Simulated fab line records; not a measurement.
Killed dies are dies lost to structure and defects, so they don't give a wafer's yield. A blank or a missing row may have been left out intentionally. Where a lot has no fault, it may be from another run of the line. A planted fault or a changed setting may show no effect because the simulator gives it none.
Matching of chambers + flow n5-finfet + N5_BEOL_M5_ETCH_75 on rie-diel-03: 4 sister chambers
The step etches underlayer in N2/H2, target depth 6.5 nm, time 5.2 s. 18 wafers are shown with their chamber, then 9 later ones without.

== WAFERS PAIRED WITH THEIR CHAMBERS ==
| wafer  | chamber | drypump-motor-current-A (A) | showerhead-plenum-p-Torr (Torr) | etch-rf-on-time-s (s) |
|--------|---------|-----------------------------|---------------------------------|-----------------------|
| L074.1 | 2       | 5.3                         | 2.40                            | 5.39                  |
| L074.3 | 0       | 4.8                         | 2.48                            | 5.33                  |
| L074.5 | 1       | 6.0                         | 2.62                            | 5.10                  |
| L077.2 | 0       | 4.8                         | 2.48                            | 5.27                  |
| L077.5 | 3       | 5.5                         | 2.71                            | 5.29                  |
| L077.6 | 0       | 4.7                         | 2.48                            | 5.37                  |
| L078.1 | 1       | 6.0                         | 2.62                            | 5.17                  |
| L078.4 | 3       | 5.5                         | 2.71                            | 5.31                  |
| L078.6 | 2       | 5.3                         | 2.40                            | 5.39                  |
| L084.2 | 0       | 4.8                         | 2.47                            | 5.31                  |
| L084.4 | 2       | 5.4                         | 2.70                            | 5.18                  |
| L084.5 | 0       | 4.8                         | 2.47                            | 5.30                  |
| L083.3 | 0       | 4.7                         | 2.47                            | 5.31                  |
| L083.4 | 3       | 5.5                         | 2.70                            | 5.33                  |
| L083.5 | 0       | 4.8                         | 2.47                            | 5.28                  |
| L090.2 | 1       | 6.0                         | 2.60                            | 5.03                  |
| L090.3 | 0       | 4.7                         | 2.47                            | 5.30                  |
| L090.6 | 1       | 6.1                         | 2.60                            | 5.06                  |

SIGNATURES, as means of the wafers listed above
| reading                  | chamber 0 | chamber 1 | chamber 2 | chamber 3 | scatter within a chamber |
|--------------------------|-----------|-----------|-----------|-----------|--------------------------|
| drypump-motor-current-A  | 4.763     | 6.025     | 5.333     | 5.500     | 0.0485                   |
| showerhead-plenum-p-Torr | 2.4737    | 2.6100    | 2.5000    | 2.7067    | 0.0658                   |
| etch-rf-on-time-s        | 5.3087    | 5.0900    | 5.3200    | 5.3100    | 0.0585                   |
Rule: a wafer lies at a distance from a chamber equal to the root of the sum of squares, over the readings, of (its reading less the chamber's mean, divided by the reading's scatter). If the next closest chamber is less than 2 further off than the closest, the wafer can't be placed; otherwise it belongs to the closest. The scatter: the root of (the sum of the squares of (reading less its chamber's mean) over the shown wafers, divided by (wafers less chambers)).

== WAFERS MISSING THEIR CHAMBER ==
| wafer  | drypump-motor-current-A (A) | showerhead-plenum-p-Torr (Torr) | etch-rf-on-time-s (s) |
|--------|-----------------------------|---------------------------------|-----------------------|
| L092.1 | 5.5                         | 2.69                            | 5.29                  |
| L092.2 | 6.1                         | 2.60                            | 5.07                  |
| L092.6 | 4.8                         | 2.46                            | 5.33                  |
| L094.1 | 5.4                         | 2.70                            | 5.16                  |
| L094.2 | 5.5                         | 2.69                            | 5.23                  |
| L094.3 | 4.8                         | 2.46                            | 5.30                  |
| L097.1 | 5.3                         | 2.70                            | 5.21                  |
| L097.2 | 5.5                         | 2.69                            | 5.25                  |
| L097.5 | 5.3                         | 2.70                            | 5.16                  |

== WHICH CHAMBER EACH ONE RAN IN ==
| wafer  | from the rows above     | in truth |
|--------|-------------------------|----------|
| L092.1 | 3                       | 3        |
| L092.2 | 1                       | 1        |
| L092.6 | 0                       | 0        |
| L094.1 | can't be placed: 3 or 2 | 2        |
| L094.2 | 3                       | 3        |
| L094.3 | 0                       | 0        |
| L097.1 | can't be placed: 2 or 3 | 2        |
| L097.2 | 3                       | 3        |
| L097.5 | can't be placed: 2 or 3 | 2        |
Correct placement for 6 of the 9. Unplaceable from these rows: 3, with the true chamber sitting among the candidates in 3. Number placed wrongly: 0.
